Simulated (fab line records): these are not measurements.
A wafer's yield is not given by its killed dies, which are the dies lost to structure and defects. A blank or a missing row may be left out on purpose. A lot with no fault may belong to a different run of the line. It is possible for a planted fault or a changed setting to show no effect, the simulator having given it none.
Chamber matching + flow n5Finfet + rieDiel-05 running N5_FIN_CUT_CUT_ETCH_27: 4 sister chambers
The step etches SiO2 in CHF3/O2, target depth 4 nm, overetch 2 nm, time 4.9 s. 18 wafers are shown with their chamber, then 9 later ones without.

== WAFERS PAIRED WITH THEIR CHAMBERS ==
| wafer  | chamber | showerheadPlenumPTorr (Torr) | throttleValvePct (%) | rfVppV (V) |
|--------|---------|------------------------------|----------------------|------------|
| L074.2 | 1       | 2.49                         | 18.66                | 526        |
| L074.3 | 0       | 2.37                         | 18.54                | 511        |
| L074.5 | 1       | 2.49                         | 18.66                | 527        |
| L077.1 | 2       | 2.45                         | 18.40                | 542        |
| L077.4 | 2       | 2.45                         | 18.38                | 540        |
| L077.5 | 1       | 2.49                         | 18.67                | 526        |
| L080.2 | 0       | 2.37                         | 18.54                | 510        |
| L080.5 | 3       | 2.40                         | 19.13                | 524        |
| L080.6 | 2       | 2.45                         | 18.40                | 541        |
| L084.1 | 2       | 2.45                         | 18.43                | 539        |
| L084.5 | 3       | 2.40                         | 19.14                | 524        |
| L084.6 | 0       | 2.37                         | 18.55                | 510        |
| L085.1 | 0       | 2.37                         | 18.55                | 511        |
| L085.4 | 1       | 2.48                         | 18.70                | 526        |
| L085.5 | 1       | 2.48                         | 18.69                | 526        |
| L086.1 | 0       | 2.37                         | 18.56                | 510        |
| L086.2 | 3       | 2.40                         | 19.15                | 525        |
| L086.4 | 1       | 2.48                         | 18.70                | 524        |

SIGNATURES (averages over the wafers above)
| reading               | chamber 0 | chamber 1 | chamber 2 | chamber 3 | scatter within a chamber |
|-----------------------|-----------|-----------|-----------|-----------|--------------------------|
| showerheadPlenumPTorr | 2.3700    | 2.4850    | 2.4500    | 2.4000    | 0.00327                  |
| throttleValvePct      | 18.5480   | 18.6800   | 18.4025   | 19.1400   | 0.0159                   |
| rfVppV                | 510.40    | 525.83    | 540.50    | 524.33    | 0.914                    |
Rule: for a wafer and a chamber, the distance is found by dividing, reading by reading, the gap between the wafer's reading and the chamber's mean by the reading's scatter, squaring, summing and taking the root. If the next closest chamber is less than 2 further off than the closest, the wafer can't be placed; otherwise it belongs to the closest. The scatter: the root of (the sum of the squares of (reading less its chamber's mean) over the shown wafers, divided by (wafers less chambers)).

== WAFERS MISSING THEIR CHAMBER ==
| wafer  | showerheadPlenumPTorr (Torr) | throttleValvePct (%) | rfVppV (V) |
|--------|------------------------------|----------------------|------------|
| L092.4 | 2.44                         | 18.41                | 539        |
| L092.5 | 2.48                         | 18.72                | 526        |
| L092.6 | 2.44                         | 18.43                | 541        |
| L096.1 | 2.39                         | 19.18                | 524        |
| L096.5 | 2.44                         | 18.45                | 542        |
| L096.6 | 2.47                         | 18.73                | 527        |
| L097.1 | 2.39                         | 19.18                | 525        |
| L097.3 | 2.36                         | 18.59                | 510        |
| L097.5 | 2.39                         | 19.17                | 523        |

== CHAMBER TAKEN BY EACH ==
| wafer  | from the rows above | in truth |
|--------|---------------------|----------|
| L092.4 | 2                   | 2        |
| L092.5 | 1                   | 1        |
| L092.6 | 2                   | 2        |
| L096.1 | 3                   | 3        |
| L096.5 | 2                   | 2        |
| L096.6 | 1                   | 1        |
| L097.1 | 3                   | 3        |
| L097.3 | 0                   | 0        |
| L097.5 | 3                   | 3        |
Correctly placed: 9 of 9. Not placeable from these rows: 0. Placed wrongly: 0.
